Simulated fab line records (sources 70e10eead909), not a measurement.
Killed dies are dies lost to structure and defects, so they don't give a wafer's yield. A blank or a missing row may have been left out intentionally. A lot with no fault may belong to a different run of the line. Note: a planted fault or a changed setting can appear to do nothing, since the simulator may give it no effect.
fab line records	flow nand_harc
record: lots: 24	wafers: 72	last_day: 35
route steps=1302 shown A_STAIRCASE@811 A_SGD_CUT@904 A_WL_FILL@953
lots that met no fault: from a run of the same line without faults
start_h: the number of hours between the record's first day and the start of the first shown wafer of the lot	wait_h: hours elapsed since this lot's preceding step	" repeats the value in the row above	L1.1+2: one row covering several wafers at once	- either no value or no given start	* or withheld: withheld	< > ~ a bound
route shown NAME@n: a module of which the file shows steps, and the number in the route of the first	usual: average and standard deviation across the fault-free wafers	same: alike in all rows	chamber/n: place in a boat	sites: per-site readings	_std_site: how widely they spread, as a standard deviation	_edge_site: outer sites' mean less inner sites'	radius_mm: how far each site lies from the wafer's centre	mask NAME#n: copy n	behind: the last tool/chamber to shape the wafer	hold: why the lot was held/for how many hours/how that ended	device: the n, p or np transistor that did not switch	end of line: tests run on the same wafers once the route is complete	step lacking rows: just its recipe	killed: at the first sort, the dies lost to defects and structure; wafer yield is something else	map: dies across one wafer; x = killed, . = not, _ = none there
set.NAME: setting as actually run; set.NAME@STEP: the setting as run at that earlier step	model.NAME: the simulator's own value behind a step, which no gauge read
steps of the route over a sample of lots; a table a step, a row a wafer
services: a tool's chamber out of use, with start hour (start_h, from the record's first day; less than 0 if before it), hours out, and reason
== steps ==
step: NHARC_A_STAIRCASE_ETCH_452
recipe: target_depth_a: 300	overetch_a: 30	time_s: 16.5	ion_energy_ev: 100	cf4_flow_sccm: 80	o2_flow_sccm: 20	ar_flow_sccm: 0	rf_w: 300	bias_w: 100	chemistry: CF4/O2
usual: drypump_motor_current_A: 5.7/0.54	oes_product_au: 1.002/0.0071	rf_vpp_V: 197.4/1.4	showerhead_plenum_p_Torr: 1.31/0.054	throttle_valve_pct: 13.397/0.0096
lot.wafer	tool	chamber	start_h	wait_h	drypump_motor_current_A	oes_product_au	rf_hours_counter_h	rf_vpp_V	showerhead_plenum_p_Torr	throttle_valve_pct
L074.3	rie_diel-07	1	-	-	5.7	0.999	33	197.2	1.31	13.387
L074.2	"	2	"	"	5.9	1.003	32	198.0	1.32	13.378
L074.6	"	0	"	"	6.5	1.005	-	199.7	1.41	13.401
L075.4	rie_diel-10	3	-	-	5.6	1.001	22	197.3	1.29	13.391
L075.1	"	2	"	"	5.9	0.996	41	195.4	1.26	13.411
L075.5	"	0	"	"	6.3	0.993	-	198.1	1.34	13.393
L077.3	rie_diel-04	1	-	-	4.9	1.006	13	196.3	1.25	13.415
L077.4	"	3	"	"	6.2	0.999	15	198.2	1.36	13.401
L077.6	"	1	"	"	4.9	1.004	-	196.4	1.25	13.393
L076.4	rie_diel-07	3	-	-	6.1	1.005	43	197.4	1.29	13.383
L076.3	"	0	"	"	6.5	1.001	42	201.7	1.41	13.398
L076.1	"	1	"	"	5.7	0.997	42	197.3	1.31	13.391
L078.1	rie_diel-07	1	-	-	5.7	0.996	44	198.3	1.31	13.384
L078.4	"	1	"	"	5.7	1.001	-	197.4	1.31	13.408
L078.6	"	0	"	"	6.5	0.999	-	199.2	1.41	13.402
L079.2	rie_diel-07	2	-	-	5.9	0.993	46	197.3	1.32	13.407
L079.1	"	0	"	"	6.5	0.994	46	199.2	1.41	13.401
L079.4	"	2	"	"	5.9	1.005	-	197.8	1.32	13.405
L080.4	rie_diel-04	0	-	-	4.6	0.990	23	198.7	1.43	13.401
L080.5	"	0	"	"	4.6	0.990	-	199.0	1.43	13.408
L080.6	"	1	"	"	4.9	0.986	-	195.6	1.25	13.394
L082.2	rie_diel-10	1	-	-	5.2	0.999	2	197.3	1.29	13.406
L082.1	"	2	"	"	5.9	1.003	3	196.7	1.25	13.392
L082.4	"	0	"	"	6.3	0.995	3	198.6	1.34	13.394
L081.2	rie_diel-10	2	-	-	5.9	1.016	4	195.6	1.25	13.392
L081.6	"	1	"	"	5.2	1.004	-	195.7	1.29	13.406
L081.5	"	2	"	"	5.9	1.005	-	196.0	1.25	13.384
L083.3	rie_diel-04	3	-	-	6.2	1.007	36	198.1	1.36	13.388
L083.4	"	0	"	"	4.6	1.010	38	198.5	1.42	13.391
L083.2	"	1	"	"	4.9	1.009	38	194.8	1.25	13.389
L084.3	rie_diel-10	2	-	-	5.9	1.003	10	196.4	1.25	13.401
L084.1	"	3	"	"	5.6	1.006	11	197.5	1.28	13.412
L084.5	"	2	"	"	5.9	1.007	-	196.6	1.25	13.409
L085.3	rie_diel-10	3	-	-	5.5	0.992	14	198.5	1.28	13.392
L085.2	"	2	"	"	6.0	1.001	13	195.1	1.25	13.406
L085.6	"	0	"	"	6.3	1.002	-	198.4	1.33	13.410
L086.3	rie_diel-10	2	-	-	5.9	0.995	14	195.4	1.25	13.395
L086.4	"	0	"	"	6.2	0.999	20	196.9	1.33	13.386
L086.5	"	3	"	"	5.5	0.993	-	197.2	1.28	13.410
L087.4	rie_diel-10	3	-	-	5.5	1.004	16	196.5	1.28	13.406
L087.2	"	1	"	"	5.1	0.992	24	196.6	1.28	13.387
L087.5	"	0	"	"	6.3	0.998	-	197.7	1.33	13.395
L089.1	rie_diel-07	3	-	-	6.1	0.995	11	199.1	1.28	13.390
L089.2	"	0	"	"	6.5	1.006	9	199.4	1.40	13.401
L089.3	"	2	"	"	5.9	1.007	11	197.0	1.31	13.412
L088.4	rie_diel-10	3	-	-	5.5	0.999	21	197.4	1.28	13.394
L088.1	"	0	"	"	6.3	1.008	30	197.4	1.33	13.394
L088.5	"	0	"	"	6.3	0.994	-	198.7	1.33	13.376
L090.1	rie_diel-04	2	-	-	5.8	0.992	0	196.2	1.29	13.402
L090.5	"	1	"	"	4.9	0.999	-	195.3	1.24	13.402
L090.6	"	2	"	"	5.8	1.001	-	195.2	1.29	13.408
L092.3	rie_diel-10	0	-	-	6.3	1.004	41	198.0	1.33	13.402
L092.1	"	1	"	"	5.2	0.993	44	197.0	1.28	13.393
L092.6	"	0	"	"	6.3	1.012	-	198.9	1.33	13.390
L091.4	rie_diel-07	2	-	-	5.9	0.989	20	198.9	1.31	13.407
L091.3	"	0	"	"	6.5	1.009	20	198.1	1.40	13.400
L091.6	"	1	"	"	5.7	0.993	-	197.1	1.30	13.403
L094.6	rie_diel-07	3	-	-	6.1	1.015	-	196.8	1.28	13.403
L094.4	"	1	"	"	5.7	1.010	-	199.3	1.30	13.403
L094.5	"	2	"	"	5.9	1.003	-	196.4	1.31	13.419
L093.3	rie_diel-04	3	-	-	6.2	1.012	10	197.7	1.35	13.396
L093.5	"	0	"	"	4.6	1.007	-	198.6	1.42	13.390
L093.6	"	1	"	"	4.9	1.003	-	194.4	1.24	13.406
L096.3	rie_diel-10	1	-	-	5.2	1.003	51	196.4	1.28	13.385
L096.1	"	2	"	"	5.9	1.003	51	196.5	1.24	13.392
L096.2	"	3	"	"	5.5	1.009	46	196.8	1.28	13.389
L095.1	rie_diel-04	1	-	-	4.9	1.003	23	198.0	1.24	13.406
L095.2	"	3	"	"	6.2	0.999	23	197.7	1.35	13.403
L095.5	"	0	"	"	4.6	1.016	-	200.2	1.41	13.406
L097.3	rie_diel-04	1	-	-	4.9	0.995	28	196.7	1.24	13.388
L097.2	"	2	"	"	5.7	1.002	28	197.6	1.29	13.383
L097.5	"	0	"	"	4.6	0.992	-	199.2	1.41	13.416
step: NHARC_A_STAIRCASE_DEP_417
recipe: target_thk_a: 600	step_coverage_pct: 20	temp_c: 400	target_thk_nm: 60	flow_sccm: 200	rf_w: 450	material: Si3N4
usual: heater_power_w: 793/81	showerhead_vpp_V: 1333/82
lot.wafer	tool	chamber	start_h	wait_h	heater_power_w	showerhead_vpp_V
L074.2	pecvd-04	0	394.67	-	859	1327
L074.3	"	1	"	"	731	1381
L074.6	"	2	"	"	854	1281
L075.1	pecvd-04	2	402.54	-	827	1259
L075.4	"	2	"	"	814	1263
L075.5	"	0	"	"	861	1347
L077.3	pecvd-01	1	415.12	-	788	1415
L077.6	"	1	"	"	790	1454
L077.4	"	2	"	"	606	1441
L076.3	pecvd-04	0	415.88	-	768	1331
L076.1	"	1	"	"	738	1365
L076.4	"	0	"	"	786	1308
L078.1	pecvd-01	1	423.71	-	874	1463
L078.4	"	0	"	"	896	1167
L078.6	"	2	"	"	658	1437
L079.1	pecvd-04	2	426.88	-	786	1250
L079.2	"	0	"	"	721	1343
L079.4	"	0	"	"	747	1345
L080.6	pecvd-02	0	444.21	-	956	1412
L080.4	"	1	"	"	775	1407
L080.5	"	2	"	"	781	1233
L082.2	pecvd-01	2	455.49	-	667	1466
L082.1	"	0	"	"	931	1195
L082.4	"	1	"	"	817	1442
L081.2	pecvd-02	0	466.05	-	895	1391
L081.6	"	2	"	"	800	1229
L081.5	"	1	"	"	709	1442
L083.2	pecvd-02	0	480.04	-	876	1420
L083.3	"	2	"	"	767	1213
L083.4	"	1	"	"	732	1428
L084.3	pecvd-04	0	488.86	-	708	1354
L084.1	"	2	"	"	822	1273
L084.5	"	1	"	"	817	1368
L085.2	pecvd-04	1	497.69	-	745	1342
L085.3	"	0	"	"	850	1330
L085.6	"	2	"	"	868	1252
L086.3	pecvd-04	1	500.34	-	773	1336
L086.5	"	1	"	"	779	1383
L086.4	"	2	"	"	884	1259
L087.2	pecvd-02	0	520.88	-	962	1378
L087.5	"	2	"	"	805	1221
L087.4	"	0	"	"	977	1378
L089.1	pecvd-04	1	533.55	-	772	1358
L089.2	"	2	"	"	868	1265
L089.3	"	0	"	"	813	1329
L088.1	pecvd-04	2	534.82	-	834	1265
L088.4	"	2	"	"	845	1251
L088.5	"	0	"	"	760	1339
L090.1	pecvd-02	1	552.47	-	672	1426
L090.6	"	1	"	"	662	1456
L090.5	"	2	"	"	723	1232
L092.1	pecvd-02	0	562.35	-	933	1426
L092.3	"	1	"	"	659	1411
L092.6	"	1	"	"	679	1404
L091.3	pecvd-04	1	562.98	-	703	1381
L091.4	"	1	"	"	720	1359
L091.6	"	0	"	"	869	1314
L094.5	pecvd-04	2	581.76	-	863	1296
L094.4	"	0	"	"	841	1323
L094.6	"	1	"	"	665	1327
L093.3	pecvd-01	1	583.72	-	719	1438
L093.5	"	2	"	"	670	1444
L093.6	"	0	"	"	921	1193
L096.3	pecvd-04	0	603.74	-	815	1328
L096.2	"	1	"	"	770	1356
L096.1	"	2	"	"	834	1266
L095.2	pecvd-04	1	613.13	-	725	1353
L095.1	"	0	"	"	852	1323
L095.5	"	2	"	"	768	1274
L097.2	pecvd-01	0	632.42	-	832	1165
L097.3	"	0	"	"	832	1161
L097.5	"	2	"	"	629	1500
step: NHARC_A_STAIRCASE_DEP_325
recipe: target_thk_a: 72000	temp_c: 400	target_thk_nm: 7200	teos_flow_sccm: 200	rf_w: 500	material: SiO2
usual: heater_power_w: 714/98
lot.wafer	tool	chamber	start_h	wait_h	heater_power_w
L074.2	pecvd-02	1	423.98	0.2	698
L074.3	"	2	"	"	728
L074.6	"	2	"	"	654
L075.1	pecvd-02	0	434.73	0.2	826
L075.5	"	2	"	"	644
L075.4	"	1	"	"	601
L076.1	pecvd-04	0	448.14	0.2	870
L076.3	"	1	"	"	673
L076.4	"	2	"	"	692
L077.3	pecvd-02	1	448.15	0.2	729
L077.4	"	1	"	"	595
L077.6	"	2	"	"	652
L079.1	pecvd-02	2	452.17	0.1	663
L079.2	"	1	"	"	744
L079.4	"	2	"	"	634
L078.1	pecvd-01	0	452.26	0.2	908
L078.4	"	2	"	"	572
L078.6	"	1	"	"	679
L080.6	pecvd-02	0	470.76	0.3	755
L080.4	"	1	"	"	588
L080.5	"	2	"	"	656
L082.2	pecvd-02	0	484.41	0.2	860
L082.1	"	1	"	"	638
L082.4	"	2	"	"	636
L081.2	pecvd-04	1	496.92	0.2	743
L081.6	"	0	"	"	699
L081.5	"	2	"	"	720
L083.2	pecvd-01	1	512.81	0.2	713
L083.3	"	2	"	"	593
L083.4	"	0	"	"	794
L084.1	pecvd-01	2	517.95	0.1	563
L084.3	"	1	"	"	660
L084.5	"	0	"	"	763
L086.3	pecvd-02	2	526.28	0.2	640
L086.4	"	2	"	"	644
L086.5	"	0	"	"	772
L085.3	pecvd-01	1	526.28	0.2	730
L085.2	"	2	"	"	650
L085.6	"	2	"	"	541
L087.2	pecvd-01	0	547.07	0.3	916
L087.4	"	1	"	"	644
L087.5	"	2	"	"	537
L089.1	pecvd-01	0	561.95	0.1	775
L089.3	"	1	"	"	706
L089.2	"	2	"	"	597
L088.1	pecvd-04	0	562.05	0.2	840
L088.4	"	2	"	"	732
L088.5	"	1	"	"	640
L090.1	pecvd-04	2	582.99	0.2	764
L090.5	"	1	"	"	657
L090.6	"	0	"	"	692
L092.1	pecvd-01	0	590.30	0.1	931
L092.3	"	1	"	"	723
L092.6	"	1	"	"	635
L091.3	pecvd-04	2	590.39	0.2	876
L091.6	"	1	"	"	660
L091.4	"	0	"	"	674
L093.3	pecvd-01	0	608.88	0.2	852
L093.6	"	2	"	"	558
L093.5	"	0	"	"	772
L094.4	pecvd-02	0	609.07	0.4	786
L094.6	"	1	"	"	613
L094.5	"	2	"	"	647
L096.3	pecvd-02	2	629.82	0.1	791
L096.2	"	0	"	"	898
L096.1	"	1	"	"	758
L095.1	pecvd-02	0	643.74	0.1	941
L095.2	"	2	"	"	739
L095.5	"	1	"	"	618
L097.3	pecvd-02	0	665.66	0.2	871
L097.2	"	1	"	"	628
L097.5	"	2	"	"	635
step: NHARC_A_STAIRCASE_DEP_471
recipe: target_thk_a: 1000	temp_c: 400	pressure_torr: 6.5	rf_w: 900	teos_flow_sccm: 161.4	flow_sccm: 2650	target_thk_nm: 100	gas: O2	material: SiO2
usual: heater_power_w: 628/100	showerhead_vpp_V: 1905/150	throttle_valve_pct: 16.1/0.69
lot.wafer	tool	chamber	start_h	wait_h	heater_power_w	showerhead_vpp_V	throttle_valve_pct
L074.2	pecvd-02	2	439.06	-	598	1739	16.4
L074.3	"	1	"	"	574	2023	15.9
L074.6	"	0	"	"	630	1980	16.4
L075.1	pecvd-01	1	449.12	-	630	2053	15.2
L075.4	"	1	"	"	636	2025	15.4
L075.5	"	0	"	"	702	1671	15.2
L077.3	pecvd-02	1	463.99	-	562	2014	16.1
L077.4	"	2	"	"	536	1741	16.3
L077.6	"	0	"	"	737	1977	16.4
L078.1	pecvd-01	1	464.01	-	641	2056	15.0
L078.4	"	1	"	"	652	2054	15.3
L078.6	"	2	"	"	439	2078	17.4
L079.2	pecvd-04	1	464.28	-	587	1954	16.2
L079.1	"	2	"	"	668	1778	16.4
L079.4	"	1	"	"	569	1900	16.1
L076.3	pecvd-01	1	466.87	-	687	2028	15.1
L076.1	"	2	"	"	520	2088	17.5
L076.4	"	2	"	"	531	2044	17.6
L080.5	pecvd-01	0	485.32	-	675	1684	15.6
L080.6	"	1	"	"	641	2015	15.1
L080.4	"	2	"	"	549	2050	17.8
L082.1	pecvd-02	0	501.97	-	772	1977	16.5
L082.2	"	1	"	"	594	1990	15.7
L082.4	"	1	"	"	591	2056	16.2
L081.2	pecvd-02	0	513.19	-	690	1995	16.4
L081.6	"	1	"	"	612	2039	15.5
L081.5	"	2	"	"	639	1711	16.4
L083.3	pecvd-04	1	527.09	-	669	1942	16.3
L083.2	"	2	"	"	723	1790	16.7
L083.4	"	2	"	"	719	1797	16.4
L084.3	pecvd-01	1	534.90	-	618	2007	15.6
L084.1	"	2	"	"	418	2021	16.8
L084.5	"	2	"	"	432	2038	17.0
L085.2	pecvd-02	2	541.21	-	573	1737	16.6
L085.3	"	0	"	"	746	2002	16.4
L085.6	"	0	"	"	766	2010	16.6
L086.3	pecvd-01	0	541.32	-	757	1660	15.8
L086.5	"	1	"	"	631	2025	15.6
L086.4	"	0	"	"	745	1662	15.7
L087.2	pecvd-04	2	563.25	-	650	1804	16.2
L087.5	"	0	"	"	611	1899	14.9
L087.4	"	1	"	"	597	1929	16.3
L089.3	pecvd-01	0	578.25	-	793	1678	15.9
L089.1	"	1	"	"	604	2039	15.3
L089.2	"	2	"	"	454	2035	16.9
L088.1	pecvd-01	2	578.96	-	404	2058	16.9
L088.5	"	0	"	"	758	1682	15.8
L088.4	"	1	"	"	529	2023	15.7
L090.1	pecvd-01	1	598.90	-	590	2022	15.3
L090.5	"	0	"	"	722	1689	15.9
L090.6	"	1	"	"	591	1996	15.5
L091.3	pecvd-04	1	606.34	-	665	1936	16.4
L091.6	"	1	"	"	651	1904	16.5
L091.4	"	2	"	"	749	1795	16.7
L092.1	pecvd-01	2	606.68	-	475	2019	17.0
L092.3	"	0	"	"	753	1654	16.1
L092.6	"	2	"	"	493	2046	17.0
L094.4	pecvd-01	2	625.07	-	447	2046	17.3
L094.5	"	0	"	"	809	1685	16.0
L094.6	"	2	"	"	458	2036	17.0
L093.3	pecvd-02	2	625.11	-	644	1744	16.5
L093.6	"	2	"	"	666	1717	16.4
L093.5	"	0	"	"	678	2018	16.4
L096.3	pecvd-01	2	651.69	-	504	2062	17.0
L096.1	"	0	"	"	763	1674	15.9
L096.2	"	1	"	"	648	1999	15.7
L095.2	pecvd-02	0	663.74	-	841	1969	16.4
L095.1	"	1	"	"	563	2043	15.5
L095.5	"	1	"	"	593	2026	15.7
L097.2	pecvd-02	1	681.12	-	538	2024	15.6
L097.3	"	2	"	"	560	1733	16.3
L097.5	"	0	"	"	811	1983	16.3
step: NHARC_A_SGD_CUT_DESCUM_14
recipe: time_s: 3	o2_flow_sccm: 200	ar_flow_sccm: 0	bias_power_w: 0	chemistry: O2
usual: drypump_motor_current_A: 5.9/0.46	oes_product_au: 1.003/0.0082	rf_vpp_V: 57.7/1	showerhead_plenum_p_Torr: 1.89/0.1	throttle_valve_pct: 11.312/0.0095
lot.wafer	tool	chamber	start_h	wait_h	drypump_motor_current_A	oes_product_au	rf_hours_counter_h	rf_vpp_V	showerhead_plenum_p_Torr	throttle_valve_pct
L074.2	rie_diel-08	3	440.65	0.1	5.9	1.007	4	59.2	2.04	11.316
L074.3	"	0	"	"	5.8	1.004	4	57.2	1.79	11.321
L074.6	"	3	"	"	5.9	1.014	-	60.3	2.04	11.308
L075.1	rie_diel-08	3	450.71	0.1	5.9	1.014	5	56.8	2.05	11.296
L075.4	"	2	"	"	6.0	1.007	4	57.4	1.87	11.317
L075.5	"	3	"	"	6.0	1.007	-	58.4	2.04	11.315
L077.4	rie_diel-12	0	465.57	0.1	6.0	0.994	1	56.2	1.86	11.306
L077.3	"	1	"	"	6.6	1.003	1	57.7	1.89	11.310
L077.6	"	0	"	"	6.0	0.998	-	56.6	1.86	11.314
L078.4	rie_diel-09	2	465.72	0.1	5.6	0.989	6	59.7	1.99	11.310
L078.1	"	0	"	"	5.6	0.995	6	58.8	1.78	11.330
L078.6	"	3	"	"	6.2	1.013	-	57.4	2.06	11.302
L079.4	rie_diel-09	0	465.77	0.1	5.5	1.007	6	56.3	1.78	11.327
L079.1	"	1	"	"	6.0	1.001	6	55.6	1.81	11.328
L079.2	"	3	"	"	6.2	0.998	6	57.5	2.06	11.315
L076.4	rie_diel-09	2	468.46	0.1	5.6	0.998	7	59.3	1.99	11.314
L076.3	"	3	"	"	6.2	1.009	6	59.8	2.06	11.302
L076.1	"	1	"	"	6.0	0.994	7	59.3	1.81	11.304
L080.4	rie_diel-12	0	486.90	0.1	6.0	1.002	3	55.8	1.86	11.303
L080.6	"	2	"	"	5.2	0.992	-	57.2	1.83	11.319
L080.5	"	3	"	"	5.1	0.991	-	56.8	1.77	11.310
L082.2	rie_diel-12	0	503.56	0.1	6.0	1.012	5	57.4	1.86	11.301
L082.1	"	3	"	"	5.1	1.002	4	57.2	1.77	11.310
L082.4	"	0	"	"	6.0	1.009	-	56.4	1.86	11.303
L081.2	rie_diel-09	1	514.63	0.1	6.0	1.008	0	58.3	1.81	11.342
L081.6	"	0	"	"	5.5	1.010	-	56.5	1.78	11.315
L081.5	"	1	"	"	6.0	1.005	-	57.7	1.81	11.303
L083.3	rie_diel-08	3	528.53	0.1	5.9	1.011	10	58.5	2.04	11.321
L083.4	"	0	"	"	5.8	0.994	9	58.3	1.79	11.313
L083.2	"	2	"	"	5.9	0.999	10	57.6	1.87	11.306
L084.3	rie_diel-09	3	536.49	0.1	6.2	1.022	1	58.6	2.06	11.311
L084.1	"	0	"	"	5.6	1.017	1	56.2	1.78	11.297
L084.5	"	0	"	"	5.5	1.024	-	59.1	1.78	11.300
L085.2	rie_diel-09	3	542.65	0.1	6.2	1.008	1	57.6	2.06	11.297
L085.3	"	0	"	"	5.6	1.015	1	56.8	1.78	11.322
L085.6	"	2	"	"	5.6	1.014	-	57.7	1.99	11.302
L086.3	rie_diel-09	2	542.75	0.1	5.6	1.011	1	57.7	1.99	11.312
L086.5	"	0	"	"	5.6	0.995	-	57.0	1.78	11.315
L086.4	"	3	"	"	6.2	0.990	-	58.2	2.06	11.315
L087.2	rie_diel-08	0	564.85	0.1	5.8	1.001	0	57.1	1.79	11.328
L087.4	"	2	"	"	5.9	1.002	1	56.8	1.87	11.312
L087.5	"	1	"	"	6.8	0.998	-	58.2	1.93	11.312
L089.1	rie_diel-08	2	579.84	0.1	5.9	1.003	2	57.2	1.87	11.317
L089.2	"	3	"	"	5.9	1.019	2	57.8	2.04	11.317
L089.3	"	0	"	"	5.8	1.007	2	57.9	1.79	11.297
L088.1	rie_diel-12	0	580.51	0.1	6.0	0.997	12	57.9	1.85	11.300
L088.4	"	3	"	"	5.1	0.993	13	58.4	1.77	11.321
L088.5	"	0	"	"	6.0	1.003	-	56.8	1.85	11.295
L090.1	rie_diel-12	2	600.47	0.1	5.2	0.995	11	56.8	1.83	11.316
L090.6	"	2	"	"	5.2	0.990	-	57.5	1.83	11.319
L090.5	"	3	"	"	5.1	0.995	-	58.6	1.77	11.312
L091.3	rie_diel-12	0	607.82	0.1	6.0	1.005	14	57.5	1.85	11.326
L091.4	"	2	"	"	5.2	0.994	-	56.4	1.83	11.304
L091.6	"	0	"	"	6.0	0.995	-	58.0	1.85	11.309
L092.1	rie_diel-09	0	608.28	0.1	5.6	1.019	6	58.5	1.78	11.296
L092.3	"	2	"	"	5.6	1.008	6	59.0	1.99	11.305
L092.6	"	3	"	"	6.2	0.996	-	58.4	2.06	11.325
L093.3	rie_diel-08	1	626.69	0.1	6.8	1.005	3	59.4	1.93	11.295
L093.5	"	2	"	"	5.9	1.001	-	55.9	1.87	11.318
L093.6	"	3	"	"	5.9	1.020	-	59.9	2.04	11.309
L094.4	rie_diel-09	0	626.88	0.1	5.5	1.000	7	56.6	1.78	11.315
L094.6	"	0	"	"	5.5	0.999	-	57.8	1.78	11.318
L094.5	"	1	"	"	6.0	1.006	-	56.3	1.81	11.318
L096.2	rie_diel-12	0	653.29	0.1	6.0	0.999	2	57.2	1.85	11.304
L096.3	"	1	"	"	6.6	0.996	1	56.8	1.89	11.327
L096.1	"	2	"	"	5.2	0.994	1	56.2	1.83	11.321
L095.1	rie_diel-09	0	665.23	0.1	5.5	1.002	9	58.3	1.78	11.296
L095.2	"	1	"	"	6.0	0.994	7	57.2	1.81	11.325
L095.5	"	3	"	"	6.2	0.997	-	56.1	2.06	11.331
L097.3	rie_diel-12	3	682.71	0.1	5.1	0.996	4	56.7	1.77	11.303
L097.2	"	1	"	"	6.6	0.996	3	55.8	1.89	11.305
L097.5	"	3	"	"	5.1	1.002	-	57.3	1.77	11.291
step: NHARC_A_WL_FILL_RTA_01
recipe: temp_c: 1000	time_s: 5
usual: anneal_temp_c_max: 1003.4/1.5	lamp_power_pct: 28.4/1.3	lamp_zone_5_pct: 28.4/1.3	lamp_zone_7_pct: 28.8/1.3	wafer_temp_C_max: 1005.9/1.2
lot.wafer	tool	chamber	start_h	wait_h	anneal_temp_c_max	lamp_power_pct	lamp_zone_5_pct	lamp_zone_7_pct	wafer_temp_C_max
L074.2	rtp_anneal-02	0	472.38	-	1002.9	29.4	29.4	29.8	1005.6
L074.3	"	0	"	"	1002.5	29.4	29.4	29.9	1010.2
L074.6	"	0	"	"	1004.1	29.4	29.4	29.9	1007.5
L075.1	rtp_anneal-01	0	485.89	-	1004.0	26.7	26.7	27.1	1005.5
L075.4	"	0	"	"	1004.9	26.7	26.7	27.0	1004.7
L075.5	"	0	"	"	1004.5	26.7	26.7	27.1	1006.2
L079.1	rtp_anneal-01	0	490.92	-	1006.7	26.7	26.6	27.1	1004.1
L079.2	"	0	"	"	1006.4	26.7	26.7	27.1	1003.7
L079.4	"	0	"	"	1005.5	26.7	26.7	27.1	1005.0
L077.3	rtp_anneal-01	0	491.14	-	1004.3	26.7	26.7	27.1	1008.5
L077.4	"	0	"	"	1004.3	26.7	26.7	27.1	1005.9
L077.6	"	0	"	"	1005.0	26.7	26.7	27.1	1006.2
L078.1	rtp_anneal-02	0	494.77	-	1002.2	29.4	29.4	29.8	1008.4
L078.4	"	0	"	"	1003.4	29.4	29.4	29.8	1009.6
L078.6	"	0	"	"	1002.3	29.3	29.4	29.8	1007.1
L076.1	rtp_anneal-02	0	496.84	-	1001.8	29.4	29.4	29.9	1005.6
L076.3	"	0	"	"	1002.5	29.4	29.4	29.9	1003.8
L076.4	"	0	"	"	1004.1	29.5	29.4	29.9	1004.4
L080.4	rtp_anneal-01	0	513.05	-	1004.7	26.7	26.7	27.1	1005.5
L080.5	"	0	"	"	1004.9	26.7	26.7	27.1	1003.7
L080.6	"	0	"	"	1005.3	26.7	26.7	27.1	1004.5
L082.1	rtp_anneal-02	0	528.56	-	1001.6	29.4	29.4	29.9	1007.1
L082.2	"	0	"	"	1001.8	29.4	29.4	29.9	1006.3
L082.4	"	0	"	"	1002.1	29.4	29.3	29.8	1007.2
L081.2	rtp_anneal-02	0	542.10	-	1001.9	29.4	29.4	29.8	1006.4
L081.5	"	0	"	"	1002.0	29.4	29.4	29.9	1006.5
L081.6	"	0	"	"	1001.9	29.4	29.4	29.9	1005.1
L083.2	rtp_anneal-01	0	556.02	-	1004.9	26.7	26.7	27.1	1007.5
L083.3	"	0	"	"	1004.8	26.7	26.7	27.1	1005.0
L083.4	"	0	"	"	1003.6	26.7	26.7	27.1	1006.4
L084.1	rtp_anneal-02	0	561.98	-	1003.1	29.4	29.4	29.9	1006.8
L084.3	"	0	"	"	1001.7	29.5	29.4	29.9	1006.8
L084.5	"	0	"	"	1001.5	29.3	29.4	29.8	1005.9
L086.3	rtp_anneal-02	0	569.51	-	1002.7	29.4	29.4	29.9	1004.6
L086.4	"	0	"	"	1003.3	29.4	29.4	29.9	1004.9
L086.5	"	0	"	"	1003.0	29.4	29.4	29.9	1006.2
L085.2	rtp_anneal-02	0	571.40	-	1001.6	29.4	29.4	29.9	1006.2
L085.3	"	0	"	"	1002.9	29.4	29.4	29.9	1006.1
L085.6	"	0	"	"	1002.1	29.4	29.3	29.9	1004.5
L087.2	rtp_anneal-02	0	590.18	-	1002.6	29.4	29.4	29.9	1004.6
L087.4	"	0	"	"	1002.5	29.4	29.4	29.9	1006.4
L087.5	"	0	"	"	1002.8	29.4	29.4	29.9	1007.4
L088.1	rtp_anneal-02	0	607.24	-	1001.6	29.3	29.3	29.9	1005.8
L088.4	"	0	"	"	1002.4	29.4	29.4	29.9	1007.1
L088.5	"	0	"	"	1002.3	29.4	29.4	29.8	1007.4
L089.1	rtp_anneal-02	0	611.79	0.4	1002.3	29.4	29.4	29.8	1005.7
L089.2	"	0	"	"	1003.6	29.4	29.4	29.9	1006.2
L089.3	"	0	"	"	1002.4	29.4	29.4	29.9	1004.8
L090.1	rtp_anneal-01	0	628.32	0.5	1004.0	26.7	26.7	27.1	1003.8
L090.5	"	0	"	"	1006.0	26.7	26.7	27.1	1004.8
L090.6	"	0	"	"	1004.6	26.7	26.7	27.1	1006.1
L092.1	rtp_anneal-01	0	637.52	0.2	1005.1	26.6	26.7	27.1	1004.6
L092.3	"	0	"	"	1006.9	26.7	26.7	27.1	1005.0
L092.6	"	0	"	"	1006.9	26.7	26.6	27.1	1006.9
L091.3	rtp_anneal-02	0	637.89	0.3	1003.4	29.4	29.4	29.8	1005.2
L091.4	"	0	"	"	1004.1	29.4	29.4	29.9	1004.5
L091.6	"	0	"	"	1002.6	29.4	29.4	29.9	1005.2
L094.4	rtp_anneal-02	0	652.45	-	1001.9	29.4	29.4	29.8	1006.2
L094.5	"	0	"	"	1002.2	29.4	29.3	29.9	1005.4
L094.6	"	0	"	"	1003.0	29.4	29.4	29.9	1005.1
L093.3	rtp_anneal-01	0	652.45	-	1005.7	26.6	26.7	27.1	1005.1
L093.5	"	0	"	"	1004.4	26.6	26.6	27.1	1006.8
L093.6	"	0	"	"	1007.0	26.7	26.7	27.2	1004.1
L096.1	rtp_anneal-01	0	678.89	-	1004.6	26.7	26.7	27.1	1006.0
L096.2	"	0	"	"	1003.9	26.6	26.7	27.1	1005.3
L096.3	"	0	"	"	1005.5	26.7	26.7	27.1	1005.2
L095.1	rtp_anneal-02	0	701.99	-	1001.9	29.3	29.4	29.8	1006.0
L095.2	"	0	"	"	1002.0	29.4	29.4	29.9	1006.3
L095.5	"	0	"	"	1002.5	29.4	29.4	29.9	1004.6
L097.2	rtp_anneal-02	0	711.10	-	1002.8	29.4	29.3	29.9	1005.3
L097.3	"	0	"	"	1002.3	29.4	29.4	29.8	1005.1
L097.5	"	0	"	"	1001.6	29.4	29.4	29.9	1005.0
== services ==
tool	chamber	start_h	hours	kind
pecvd-02	-	367.98	1.9	repair
rtp_anneal-01	-	372.00	12.0	pm
rie_diel-10	0	379.77	7.1	repair
rie_diel-12	1	383.32	3.0	repair
rie_diel-09	2	391.92	10.0	repair
rie_diel-09	-	398.64	0.2	repair
pecvd-02	-	408.09	13.0	pm
rie_diel-10	-	419.56	9.0	pm
pecvd-04	-	431.62	0.8	repair
rie_diel-12	-	445.40	9.0	pm
pecvd-04	-	450.68	13.0	pm
pecvd-04	-	465.44	0.2	repair
pecvd-01	-	492.25	13.0	pm
rie_diel-09	-	497.19	9.0	pm
pecvd-01	-	522.38	0.6	repair
rie_diel-09	1	542.39	13.8	repair
pecvd-02	-	589.14	13.0	pm
rie_diel-10	-	596.59	9.0	pm
pecvd-01	1	620.90	18.4	repair
pecvd-04	-	631.68	13.0	pm
pecvd-04	-	669.56	1.6	repair
rie_diel-10	2	669.86	5.4	repair
pecvd-01	-	673.25	13.0	pm
rie_diel-09	-	674.21	9.0	pm
== key ==
fault none
